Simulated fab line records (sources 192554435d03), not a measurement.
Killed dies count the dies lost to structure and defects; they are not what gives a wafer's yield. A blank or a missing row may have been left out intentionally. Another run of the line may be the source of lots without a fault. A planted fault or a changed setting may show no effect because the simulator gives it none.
fab line records | flow n5-finfet
record lots=24 wafers=72 last-day=17
route steps=1938 shown BEOL_M7@1265
lots that met no fault: from a run of the same line without faults
start-h: start of the lot's first displayed wafer, in hours after the record's first day | wait-h: time in hours since the lot's previous step | " unchanged from the row above | L1.1+2: one row covering several wafers at once | - value missing, or start not given | * or withheld: withheld | < > ~ a bound
route shown NAME@n: names a module that has steps shown in the file, with the first one's number in the route | usual: mean/standard deviation of fault-free wafers | same: alike in all rows | chamber/n: place in a boat | sites: each site's reading | _std_site: how widely they spread, as a standard deviation | _edge_site: outer sites' mean less inner sites' | radius-mm: for every site, how far away it sits from the centre of the wafer | mask NAME#n: copy n | behind: the last tool/chamber to shape the wafer | hold: what put the lot on hold/how long, in hours/how the hold closed | device: whichever transistor did not switch (one of n, p or np) | end of line: at the end of the route, the tests of the same wafers | where a step has no rows: the recipe by itself | killed: dies lost to structure and defects at the first sort, not the wafer's yield | map: the dies of a wafer, with x for killed, . for not killed, _ for no die there
set.NAME: the run value of the setting; set.NAME@STEP: its run value at that earlier step | model.NAME: the simulator's own value behind a step, which no gauge read
route steps across a sampled set of lots; one table per step, one row per wafer
services: the hour from which a tool's chamber was out of use, counted from the record's first day as start-h (under 0 if before that day), plus the number of hours and why
## steps
# step N5_BEOL_M7_THK_MEAS_01
# recipe reads=SiCOH_lowk_of_BEOL_M7_ILD_DEP_00
# usual M7_ILD_THK=154.5/2
# columns lot.wafer tool chamber start-h wait-h M7_ILD_THK[nm]
L075.3 film-metro-01 - 203.85 0.3 152.4
L075.4 " - " " 155.2
L075.5 " - " " 153.5
L074.3 film-metro-01 - 204.33 0.3 152.0
L074.5 " - " " 153.7
L074.6 " - " " 154.6
L076.2 film-metro-02 - 207.27 0.7 153.0
L076.4 " - " " 153.5
L076.5 " - " " 153.8
L077.1 film-metro-01 - 213.72 0.8 151.5
L077.3 " - " " 152.4
L077.5 " - " " 153.7
L078.4 film-metro-01 - 214.05 0.2 158.0
L078.5 " - " " 156.0
L078.6 " - " " 157.7
L079.2 film-metro-02 - 216.60 0.7 150.8
L079.3 " - " " 152.1
L079.6 " - " " 155.1
L080.2 film-metro-02 - 231.48 0.4 154.0
L080.3 " - " " 154.0
L080.5 " - " " 157.9
L081.1 film-metro-01 - 235.56 0.4 153.6
L081.3 " - " " 155.3
L081.6 " - " " 157.9
L082.1 film-metro-01 - 248.26 0.4 153.4
L082.4 " - " " 156.1
L082.6 " - " " 155.3
L083.1 film-metro-02 - 255.42 0.4 154.2
L083.3 " - " " 154.0
L083.4 " - " " 156.8
L084.2 film-metro-01 - 259.97 0.4 155.6
L084.5 " - " " 156.2
L084.6 " - " " 157.7
L085.3 film-metro-02 - 263.96 0.3 155.5
L085.4 " - " " 158.2
L085.6 " - " " 158.2
L087.2 film-metro-02 - 274.69 0.4 153.6
L087.3 " - " " 151.9
L087.6 " - " " 157.7
L088.4 film-metro-01 - 275.28 0.2 155.1
L088.5 " - " " 155.2
L088.6 " - " " 156.1
L089.1 film-metro-01 - 277.95 0.4 152.8
L089.3 " - " " 154.2
L089.4 " - " " 153.4
L086.2 film-metro-01 - 279.01 1.3 152.8
L086.4 " - " " 155.0
L086.5 " - " " 154.4
L090.1 film-metro-02 - 289.62 0.8 154.3
L090.2 " - " " 154.9
L090.6 " - " " 156.6
L092.2 film-metro-01 - 302.93 1.3 154.9
L092.3 " - " " 155.0
L092.6 " - " " 156.4
L091.1 film-metro-02 - 305.27 1.6 155.8
L091.2 " - " " 154.8
L091.3 " - " " 154.6
L093.1 film-metro-01 - 306.20 0.4 153.7
L093.2 " - " " 155.1
L093.6 " - " " 156.1
L095.2 film-metro-02 - 315.66 0.4 151.5
L095.3 " - " " 150.8
L095.5 " - " " 153.1
L094.1 film-metro-01 - 316.60 1.6 151.6
L094.2 " - " " 150.6
L094.6 " - " " 155.0
L096.2 film-metro-02 - 323.90 0.7 155.2
L096.5 " - " " 156.4
L096.6 " - " " 158.4
L097.4 film-metro-01 - 328.03 0.2 154.9
L097.5 " - " " 153.9
L097.6 " - " " 155.6
# step N5_BEOL_M7_CD_MEAS_11
# recipe target-cd-nm=38.5 landing-energy-ev=500 detector=se-inlens polarity=opening
# usual cd-nm=38.3/0.4
# columns lot.wafer tool chamber start-h wait-h cd-nm
L075.3 cd-sem-03 0 204.45 - 39.1
L075.4 " 0 " " 38.6
L075.5 " 0 " " 38.2
L074.3 cd-sem-01 0 206.25 - 39.0
L074.5 " 0 " " 38.1
L074.6 " 0 " " 38.9
L076.2 cd-sem-01 0 209.47 - 38.3
L076.4 " 0 " " 38.6
L076.5 " 0 " " 38.5
L077.1 cd-sem-03 0 214.39 - 38.5
L077.3 " 0 " " 38.6
L077.5 " 0 " " 38.1
L078.4 cd-sem-02 0 216.01 - 39.1
L078.5 " 0 " " 38.9
L078.6 " 0 " " 39.1
L079.2 cd-sem-02 0 219.69 - 38.1
L079.3 " 0 " " 38.7
L079.6 " 0 " " 38.2
L080.2 cd-sem-03 0 232.09 - 38.8
L080.3 " 0 " " 38.7
L080.5 " 0 " " 38.4
L081.1 cd-sem-01 0 238.20 - 37.7
L081.3 " 0 " " 37.8
L081.6 " 0 " " 37.5
L082.1 cd-sem-01 0 252.11 - 37.9
L082.4 " 0 " " 38.0
L082.6 " 0 " " 38.8
L083.1 cd-sem-01 0 256.01 - 38.2
L083.3 " 0 " " 38.3
L083.4 " 0 " " 37.9
L084.2 cd-sem-03 0 262.44 - 38.5
L084.5 " 0 " " 38.5
L084.6 " 0 " " 38.2
L085.3 cd-sem-01 0 268.62 - 39.1
L085.4 " 0 " " 37.9
L085.6 " 0 " " 38.5
L087.2 cd-sem-02 0 275.67 - 38.4
L087.3 " 0 " " 38.3
L087.6 " 0 " " 38.3
L088.4 cd-sem-02 0 276.04 - 38.6
L088.5 " 0 " " 37.7
L088.6 " 0 " " 37.8
L089.1 cd-sem-03 0 279.74 - 37.5
L089.3 " 0 " " 38.6
L089.4 " 0 " " 37.9
L086.2 cd-sem-03 0 279.91 - 38.2
L086.4 " 0 " " 37.9
L086.5 " 0 " " 37.7
L090.1 cd-sem-02 0 290.44 - 38.5
L090.2 " 0 " " 38.3
L090.6 " 0 " " 38.5
L092.2 cd-sem-03 0 304.27 - 38.1
L092.3 " 0 " " 37.9
L092.6 " 0 " " 38.1
L091.1 cd-sem-03 0 307.21 - 37.4
L091.2 " 0 " " 38.6
L091.3 " 0 " " 37.5
L093.1 cd-sem-03 0 307.70 - 38.0
L093.2 " 0 " " 37.9
L093.6 " 0 " " 39.1
L095.2 cd-sem-01 0 316.79 - 38.7
L095.3 " 0 " " 38.4
L095.5 " 0 " " 38.6
L094.1 cd-sem-03 0 317.90 - 38.7
L094.2 " 0 " " 38.2
L094.6 " 0 " " 38.4
L096.2 cd-sem-01 0 326.36 - 38.4
L096.5 " 0 " " 38.8
L096.6 " 0 " " 38.3
L097.4 cd-sem-02 0 328.82 - 38.3
L097.5 " 0 " " 38.3
L097.6 " 0 " " 37.6
# step N5_BEOL_M7_STRIP_67
# recipe chemistry=CF4 resist=SiARC power-w=300 bias-power-w=75 pressure-mtorr=50 cf4-flow-sccm=150 rf-frequency-hz=6e+07
# usual cf4-flow-sccm=150.0/0.44 drypump-motor-current-A=5.85/0.25 oes-product-au=0.79/0.088 rf-vpp-V=271.3/1.4 showerhead-plenum-p-Torr=1.80/0.052 throttle-valve-pct=13.68/0.26
# columns lot.wafer tool chamber start-h wait-h cf4-flow-sccm drypump-motor-current-A oes-product-au rf-hours-counter-h rf-vpp-V showerhead-plenum-p-Torr throttle-valve-pct
L075.3 rie-diel-02 1 204.91 0.0 149.5 5.88 0.71 216 270.4 1.77 13.96
L075.4 " 3 " " 149.5 5.58 0.69 246 272.4 1.84 13.90
L075.5 " 2 " " 150.3 5.33 0.77 - 269.6 1.73 13.44
L074.3 rie-diel-06 0 206.62 0.0 150.3 5.85 0.68 240 272.2 1.84 14.07
L074.5 " 3 " " 150.8 6.17 0.81 - 268.7 1.75 13.68
L074.6 " 0 " " 150.1 5.85 0.68 - 272.6 1.84 14.08
L076.2 rie-diel-06 3 209.80 0.0 150.3 6.14 0.81 91 271.2 1.75 13.70
L076.4 " 2 " " 150.2 5.76 0.73 189 272.9 1.86 13.80
L076.5 " 3 " " 149.6 6.15 0.80 - 269.1 1.75 13.69
L077.1 rie-diel-02 0 214.72 0.0 149.5 6.06 0.75 170 271.3 1.79 13.83
L077.3 " 3 " " 150.3 5.57 0.68 249 272.9 1.84 13.92
L077.5 " 1 " " 149.2 5.89 0.70 - 270.1 1.77 13.96
L078.4 rie-diel-02 2 216.33 0.0 149.9 5.33 0.77 153 270.2 1.72 13.44
L078.5 " 3 " " 150.6 5.59 0.68 - 271.9 1.84 13.91
L078.6 " 2 " " 149.8 5.32 0.77 - 270.8 1.73 13.45
L079.2 rie-diel-06 2 220.01 0.0 149.6 5.75 0.73 191 272.4 1.86 13.80
L079.3 " 1 " " 150.1 5.96 0.71 252 272.6 1.84 13.75
L079.6 " 3 " " 149.7 6.14 0.79 - 270.2 1.74 13.68
L080.2 rie-diel-04 1 232.57 0.0 149.0 6.29 0.89 34 273.6 1.89 13.55
L080.3 " 3 " " 149.8 5.45 0.72 227 270.6 1.77 13.85
L080.5 " 3 " " 150.6 5.45 0.72 - 270.2 1.77 13.85
L081.1 rie-diel-02 0 238.64 0.0 149.8 6.08 0.75 177 270.7 1.79 13.86
L081.3 " 1 " " 150.3 5.88 0.70 227 271.2 1.77 14.00
L081.6 " 2 " " 149.8 5.30 0.75 - 269.4 1.72 13.46
L082.1 rie-diel-06 0 252.49 0.0 150.4 5.86 0.98 0 271.9 1.84 13.51
L082.4 " 1 " " 150.2 5.96 0.96 4 271.3 1.83 13.20
L082.6 " 0 " " 149.9 5.86 0.96 - 271.9 1.84 13.54
L083.1 rie-diel-06 0 256.60 0.0 150.3 5.86 0.95 2 271.0 1.84 13.52
L083.3 " 3 " " 150.2 6.12 0.78 107 268.0 1.74 13.72
L083.4 " 2 " " 149.8 5.76 0.72 205 273.3 1.85 13.84
L084.2 rie-diel-02 3 262.77 0.0 150.2 5.61 0.96 5 273.6 1.84 13.35
L084.5 " 1 " " 150.6 5.90 0.70 - 269.9 1.77 14.00
L084.6 " 2 " " 150.1 5.30 0.75 - 269.9 1.72 13.48
L085.3 rie-diel-06 1 268.94 0.0 150.6 5.96 0.94 9 271.9 1.83 13.20
L085.4 " 2 " " 150.3 5.75 0.71 208 271.4 1.85 13.86
L085.6 " 0 " " 149.3 5.83 0.94 - 272.5 1.84 13.53
L087.2 rie-diel-06 2 277.70 0.0 150.2 5.77 0.71 212 270.9 1.85 13.86
L087.3 " 1 " " 150.0 5.94 0.92 13 271.5 1.83 13.20
L087.6 " 1 " " 150.3 5.94 0.91 - 272.4 1.83 13.21
L088.4 rie-diel-02 1 278.25 0.0 150.5 5.89 0.69 241 270.8 1.77 14.02
L088.5 " 1 " " 150.5 5.88 0.69 - 270.3 1.77 14.02
L088.6 " 2 " " 150.0 5.28 0.75 - 270.0 1.72 13.50
L089.1 rie-diel-06 3 281.69 0.0 150.6 6.12 0.78 116 270.3 1.74 13.73
L089.3 " 2 " " 149.3 5.78 0.71 215 271.3 1.85 13.85
L089.4 " 0 " " 149.1 5.83 0.92 10 271.4 1.84 13.56
L086.2 rie-diel-06 0 282.17 0.0 150.3 5.85 0.92 10 273.5 1.84 13.54
L086.4 " 3 " " 149.9 6.15 0.78 116 270.4 1.74 13.75
L086.5 " 2 " " 150.2 5.77 0.71 - 270.9 1.85 13.83
L090.1 rie-diel-06 0 291.27 0.0 150.3 5.82 0.91 14 272.1 1.84 13.56
L090.2 " 3 " " 149.5 6.11 0.78 121 270.8 1.74 13.77
L090.6 " 3 " " 149.8 6.15 0.77 - 270.3 1.74 13.74
L092.2 rie-diel-04 0 304.59 0.0 149.9 5.84 0.75 180 272.3 1.86 14.01
L092.3 " 1 " " 149.7 6.25 0.88 48 273.4 1.89 13.58
L092.6 " 1 " " 149.5 6.28 0.87 - 273.7 1.89 13.58
L091.1 rie-diel-04 3 307.54 0.0 150.3 5.48 0.71 240 271.2 1.77 13.89
L091.2 " 0 " " 149.7 5.80 0.74 181 272.7 1.86 14.02
L091.3 " 1 " " 150.1 6.26 0.87 49 274.1 1.89 13.58
L093.1 rie-diel-04 3 308.03 0.0 149.9 5.47 0.70 240 270.9 1.77 13.90
L093.2 " 1 " " 149.9 6.23 0.88 50 271.6 1.89 13.59
L093.6 " 0 " " 149.8 5.80 0.75 - 272.9 1.86 14.03
L095.2 rie-diel-06 3 317.12 0.0 149.8 6.14 0.76 129 270.0 1.73 13.75
L095.3 " 1 " " 149.8 5.95 0.89 28 272.9 1.83 13.25
L095.5 " 1 " " 149.7 5.92 0.89 - 272.7 1.83 13.23
L094.1 rie-diel-06 0 318.33 0.0 149.9 5.84 0.89 23 272.5 1.83 13.57
L094.2 " 1 " " 149.4 5.96 0.89 29 271.7 1.83 13.23
L094.6 " 3 " " 149.9 6.14 0.77 - 269.0 1.74 13.78
L096.2 rie-diel-06 0 326.68 0.0 150.4 5.84 0.89 26 270.9 1.83 13.59
L096.5 " 0 " " 150.4 5.84 0.88 - 273.7 1.83 13.59
L096.6 " 3 " " 149.7 6.13 0.76 - 270.0 1.73 13.78
L097.4 rie-diel-04 1 329.39 0.0 149.8 6.23 0.86 57 275.2 1.89 13.60
L097.5 " 0 " " 150.3 5.81 0.75 - 271.0 1.86 14.03
L097.6 " 1 " " 150.5 6.23 0.87 - 271.3 1.89 13.59
# step N5_BEOL_M7_CD_MEAS_28
# recipe target-cd-nm=40 landing-energy-ev=500 detector=se-inlens
# usual cd-nm=40.04/0.21
# columns lot.wafer tool chamber start-h wait-h cd-nm
L075.3 cd-sem-01 0 205.44 - 39.88
L075.4 " 0 " " 40.48
L075.5 " 0 " " 39.99
L074.3 cd-sem-03 0 208.80 - 39.86
L074.5 " 0 " " 39.74
L074.6 " 0 " " 40.08
L076.2 cd-sem-02 0 210.93 - 40.06
L076.4 " 0 " " 40.06
L076.5 " 0 " " 40.17
L077.1 cd-sem-03 0 215.37 - 39.99
L077.3 " 0 " " 39.64
L077.5 " 0 " " 39.67
L078.4 cd-sem-02 0 218.58 - 40.20
L078.5 " 0 " " 39.71
L078.6 " 0 " " 40.18
L079.2 cd-sem-02 0 220.83 - 39.93
L079.3 " 0 " " 40.13
L079.6 " 0 " " 40.15
L080.2 cd-sem-03 0 233.16 - 39.87
L080.3 " 0 " " 40.03
L080.5 " 0 " " 40.28
L081.1 cd-sem-03 0 241.38 - 40.23
L081.3 " 0 " " 39.99
L081.6 " 0 " " 40.13
L082.1 cd-sem-03 0 254.19 - 39.92
L082.4 " 0 " " 39.80
L082.6 " 0 " " 40.28
L083.1 cd-sem-02 0 258.06 - 40.20
L083.3 " 0 " " 39.82
L083.4 " 0 " " 40.24
L084.2 cd-sem-01 0 267.59 - 39.83
L084.5 " 0 " " 40.08
L084.6 " 0 " " 40.25
L085.3 cd-sem-01 0 271.20 - 39.95
L085.4 " 0 " " 39.68
L085.6 " 0 " " 39.89
L087.2 cd-sem-01 0 278.47 - 39.88
L087.3 " 0 " " 39.65
L087.6 " 0 " " 40.26
L088.4 cd-sem-03 0 279.08 - 40.04
L088.5 " 0 " " 40.71
L088.6 " 0 " " 40.04
L089.1 cd-sem-01 0 282.39 - 40.08
L089.3 " 0 " " 39.94
L089.4 " 0 " " 39.79
L086.2 cd-sem-03 0 282.87 - 40.11
L086.4 " 0 " " 40.02
L086.5 " 0 " " 39.73
L090.1 cd-sem-01 0 292.12 - 40.00
L090.2 " 0 " " 40.21
L090.6 " 0 " " 39.76
L092.2 cd-sem-01 0 306.25 - 40.24
L092.3 " 0 " " 40.03
L092.6 " 0 " " 39.94
L091.1 cd-sem-03 0 308.40 - 40.34
L091.2 " 0 " " 39.98
L091.3 " 0 " " 40.17
L093.1 cd-sem-02 0 310.02 - 40.37
L093.2 " 0 " " 39.99
L093.6 " 0 " " 40.17
L095.2 cd-sem-02 0 317.82 - 40.27
L095.3 " 0 " " 39.71
L095.5 " 0 " " 40.28
L094.1 cd-sem-02 0 319.23 - 40.68
L094.2 " 0 " " 40.01
L094.6 " 0 " " 40.69
L096.2 cd-sem-03 0 327.37 - 40.06
L096.5 " 0 " " 40.29
L096.6 " 0 " " 39.79
L097.4 cd-sem-01 0 331.64 - 39.76
L097.5 " 0 " " 40.10
L097.6 " 0 " " 39.89
# step N5_BEOL_M7_ETCH_66
# recipe chemistry=N2/H2 target=SOC target-depth-a=800 overetch-a=160 mask-material=SiARC temp-c=40 time-s=120 ion-energy-ev=200 pressure-mtorr=30 source-w=840 bias-w=150 n2-flow-sccm=200 h2-flow-sccm=200
# usual drypump-motor-current-A=5.80/0.28 oes-product-au=0.59/0.066 rf-vpp-V=523.5/2 showerhead-plenum-p-Torr=2.53/0.069 throttle-valve-pct=17.90/0.23
# columns lot.wafer tool chamber start-h wait-h drypump-motor-current-A oes-product-au rf-hours-counter-h rf-vpp-V showerhead-plenum-p-Torr throttle-valve-pct
L075.3 rie-diel-06 0 205.64 0.0 5.84 0.52 239 526.0 2.61 18.12
L075.4 " 1 " " 5.95 0.54 248 523.7 2.61 17.84
L075.5 " 1 " " 5.96 0.55 - 526.5 2.61 17.86
L074.3 rie-diel-06 0 209.14 0.0 5.87 0.52 241 525.1 2.61 18.11
L074.5 " 3 " " 6.14 0.61 - 522.3 2.46 17.91
L074.6 " 2 " " 5.78 0.56 - 526.4 2.64 18.01
L076.2 rie-diel-02 2 211.13 0.0 5.32 0.59 152 520.7 2.45 17.71
L076.4 " 0 " " 6.08 0.58 168 524.2 2.53 18.07
L076.5 " 0 " " 6.08 0.58 - 524.1 2.53 18.06
L077.1 rie-diel-04 3 215.57 0.0 5.47 0.55 221 524.0 2.52 18.18
L077.3 " 2 " " 5.85 0.68 38 522.2 2.49 17.18
L077.5 " 3 " " 5.46 0.55 - 522.2 2.52 18.18
L078.4 rie-diel-06 0 218.78 0.0 5.83 0.52 243 526.6 2.60 18.11
L078.5 " 0 " " 5.83 0.52 - 525.1 2.60 18.09
L078.6 " 1 " " 5.93 0.54 - 526.3 2.61 17.86
L079.2 rie-diel-02 2 221.04 0.0 5.28 0.59 155 522.5 2.45 17.73
L079.3 " 1 " " 5.91 0.54 221 522.4 2.50 18.12
L079.6 " 2 " " 5.27 0.59 - 520.5 2.45 17.70
L080.2 rie-diel-02 1 233.37 0.0 5.89 0.54 225 522.6 2.50 18.11
L080.3 " 0 " " 6.10 0.58 175 522.5 2.53 18.09
L080.5 " 0 " " 6.10 0.58 - 523.9 2.53 18.06
L081.1 rie-diel-02 2 241.58 0.0 5.33 0.58 162 520.9 2.44 17.73
L081.3 " 0 " " 6.10 0.58 178 523.3 2.53 18.07
L081.6 " 0 " " 6.09 0.58 - 522.7 2.53 18.10
L082.1 rie-diel-02 2 254.39 0.0 5.34 0.57 166 521.4 2.44 17.74
L082.4 " 1 " " 5.90 0.53 232 522.5 2.50 18.14
L082.6 " 3 " " 5.61 0.75 - 523.7 2.60 17.62
L083.1 rie-diel-02 1 258.34 0.0 5.90 0.53 234 523.1 2.50 18.14
L083.3 " 3 " " 5.58 0.76 4 523.9 2.60 17.59
L083.4 " 2 " " 5.30 0.58 167 521.8 2.44 17.73
L084.2 rie-diel-02 3 267.79 0.0 5.60 0.74 7 523.7 2.60 17.60
L084.5 " 2 " " 5.34 0.57 - 518.4 2.44 17.74
L084.6 " 1 " " 5.91 0.53 - 523.9 2.50 18.12
L085.3 rie-diel-02 2 271.40 0.0 5.30 0.58 171 520.9 2.44 17.74
L085.4 " 0 " " 6.10 0.57 187 524.4 2.53 18.08
L085.6 " 3 " " 5.59 0.72 - 525.4 2.60 17.61
L087.2 rie-diel-02 2 280.58 0.0 5.34 0.57 175 521.2 2.44 17.74
L087.3 " 0 " " 6.08 0.57 191 524.8 2.53 18.11
L087.6 " 1 " " 5.88 0.53 - 524.5 2.49 18.14
L088.4 rie-diel-02 1 281.05 0.0 5.90 0.52 243 523.6 2.49 18.16
L088.5 " 0 " " 6.11 0.56 - 523.5 2.52 18.10
L088.6 " 3 " " 5.61 0.72 - 524.3 2.59 17.61
L089.1 rie-diel-02 2 284.45 0.0 5.33 0.57 177 523.1 2.44 17.76
L089.3 " 0 " " 6.10 0.57 193 522.6 2.52 18.11
L089.4 " 1 " " 5.92 0.52 245 524.0 2.49 18.14
L086.2 rie-diel-06 2 285.11 0.0 5.78 0.55 217 527.6 2.63 18.05
L086.4 " 3 " " 6.15 0.60 117 522.6 2.44 17.98
L086.5 " 2 " " 5.78 0.55 - 525.9 2.63 18.04
L090.1 rie-diel-02 2 292.32 0.0 5.32 0.57 182 521.2 2.44 17.76
L090.2 " 0 " " 6.09 0.56 198 524.1 2.52 18.12
L090.6 " 0 " " 6.07 0.57 - 522.4 2.52 18.11
L092.2 rie-diel-06 0 306.52 0.0 5.82 0.69 20 524.7 2.59 17.71
L092.3 " 3 " " 6.17 0.59 126 520.6 2.44 17.98
L092.6 " 3 " " 6.18 0.59 - 520.7 2.44 17.99
L091.1 rie-diel-06 2 308.60 0.0 5.77 0.54 226 525.2 2.62 18.07
L091.2 " 3 " " 6.15 0.59 127 522.3 2.44 17.99
L091.3 " 0 " " 5.84 0.69 20 524.8 2.59 17.73
L093.1 rie-diel-06 1 310.22 0.0 5.96 0.68 26 524.2 2.60 17.43
L093.2 " 0 " " 5.82 0.68 21 526.0 2.59 17.73
L093.6 " 1 " " 5.96 0.69 - 524.2 2.60 17.45
L095.2 rie-diel-02 3 318.02 0.0 5.60 0.69 22 525.9 2.59 17.63
L095.3 " 0 " " 6.10 0.55 210 523.4 2.52 18.13
L095.5 " 2 " " 5.31 0.56 - 520.1 2.43 17.77
L094.1 rie-diel-02 3 319.43 0.0 5.60 0.70 23 525.1 2.59 17.62
L094.2 " 0 " " 6.10 0.56 210 523.5 2.52 18.13
L094.6 " 2 " " 5.32 0.56 - 521.6 2.43 17.78
L096.2 rie-diel-02 1 327.58 0.0 5.89 0.73 2 522.3 2.49 17.73
L096.5 " 2 " " 5.31 0.56 - 520.3 2.43 17.78
L096.6 " 1 " " 5.89 0.73 - 521.9 2.49 17.72
L097.4 rie-diel-06 2 332.11 0.0 5.78 0.53 233 525.4 2.62 18.09
L097.5 " 2 " " 5.79 0.54 - 527.2 2.62 18.09
L097.6 " 3 " " 6.16 0.59 - 520.2 2.44 18.00
# step N5_BEOL_M7_INSPECT_58
# recipe inspect-instrument=darkfield mode=post-dep
# usual raw-defect-count=74/20
# columns lot.wafer tool chamber start-h wait-h raw-defect-count
L075.3 defect-inspect-02 - 209.79 0.0 58
L075.4 " - " " 69
L075.5 " - " " 44
L074.3 defect-inspect-01 - 212.93 0.0 101
L074.5 " - " " 78
L074.6 " - " " 78
L076.2 defect-inspect-01 - 214.34 0.0 65
L076.4 " - " " 50
L076.5 " - " " 81
L077.1 defect-inspect-02 - 219.94 0.0 89
L077.3 " - " " 107
L077.5 " - " " 104
L078.4 defect-inspect-02 - 222.24 0.0 60
L078.5 " - " " 66
L078.6 " - " " 54
L079.2 defect-inspect-02 - 224.62 0.0 84
L079.3 " - " " 131
L079.6 " - " " 89
L080.2 defect-inspect-01 - 238.04 0.0 67
L080.3 " - " " 108
L080.5 " - " " 67
L081.1 defect-inspect-01 - 244.80 0.0 101
L081.3 " - " " 85
L081.6 " - " " 90
L082.1 defect-inspect-02 - 257.13 0.0 76
L082.4 " - " " 59
L082.6 " - " " 115
L083.1 defect-inspect-01 - 262.69 0.0 88
L083.3 " - " " 53
L083.4 " - " " 72
L084.2 defect-inspect-01 - 270.77 0.0 92
L084.5 " - " " 104
L084.6 " - " " 82
L085.3 defect-inspect-01 - 273.83 0.0 67
L085.4 " - " " 43
L085.6 " - " " 57
L087.2 defect-inspect-01 - 284.26 0.0 60
L087.3 " - " " 90
L087.6 " - " " 99
L088.4 defect-inspect-02 - 284.52 0.0 59
L088.5 " - " " 58
L088.6 " - " " 47
L089.1 defect-inspect-01 - 287.06 0.0 85
L089.3 " - " " 87
L089.4 " - " " 52
L086.2 defect-inspect-02 - 288.04 0.0 62
L086.4 " - " " 61
L086.5 " - " " 65
L090.1 defect-inspect-01 - 295.37 0.0 59
L090.2 " - " " 51
L090.6 " - " " 43
L092.2 defect-inspect-01 - 309.39 0.0 78
L092.3 " - " " 42
L092.6 " - " " 97
L091.1 defect-inspect-02 - 312.11 0.0 76
L091.2 " - " " 57
L091.3 " - " " 85
L093.1 defect-inspect-01 - 313.18 0.0 55
L093.2 " - " " 21
L093.6 " - " " 53
L095.2 defect-inspect-02 - 321.36 0.0 91
L095.3 " - " " 81
L095.5 " - " " 118
L094.1 defect-inspect-01 - 323.49 0.0 96
L094.2 " - " " 85
L094.6 " - " " 69
L096.2 defect-inspect-01 - 330.51 0.0 103
L096.5 " - " " 84
L096.6 " - " " 76
L097.4 defect-inspect-02 - 334.96 0.0 70
L097.5 " - " " 74
L097.6 " - " " 84
## services
# columns tool chamber start-h hours kind
rie-diel-02 3 220.00 - clean
rie-diel-02 3 220.00 - consumable-replace:focus-ring
rie-diel-02 3 220.00 18.5 scheduled-down
rie-diel-02 3 220.00 18.5 vent-cycle
rie-diel-06 1 227.30 - clean
rie-diel-06 1 227.30 - consumable-replace:focus-ring
rie-diel-06 1 227.30 12.9 scheduled-down
rie-diel-06 1 227.30 12.9 vent-cycle
rie-diel-02 3 240.04 7.0 repair
rie-diel-06 0 240.32 - clean
rie-diel-06 0 240.32 - consumable-replace:focus-ring
rie-diel-06 0 240.32 11.9 scheduled-down
rie-diel-06 0 240.32 11.9 vent-cycle
rie-diel-04 3 256.08 4.6 repair
rie-diel-04 - 270.47 28.1 pm
rie-diel-02 3 286.50 12.4 repair
rie-diel-02 1 298.96 - clean
rie-diel-02 1 298.96 - consumable-replace:focus-ring
rie-diel-02 1 298.96 24.0 scheduled-down
rie-diel-02 1 298.96 24.0 vent-cycle
rie-diel-04 2 300.05 8.2 repair
rie-diel-06 2 315.03 5.0 repair
## key
fault none
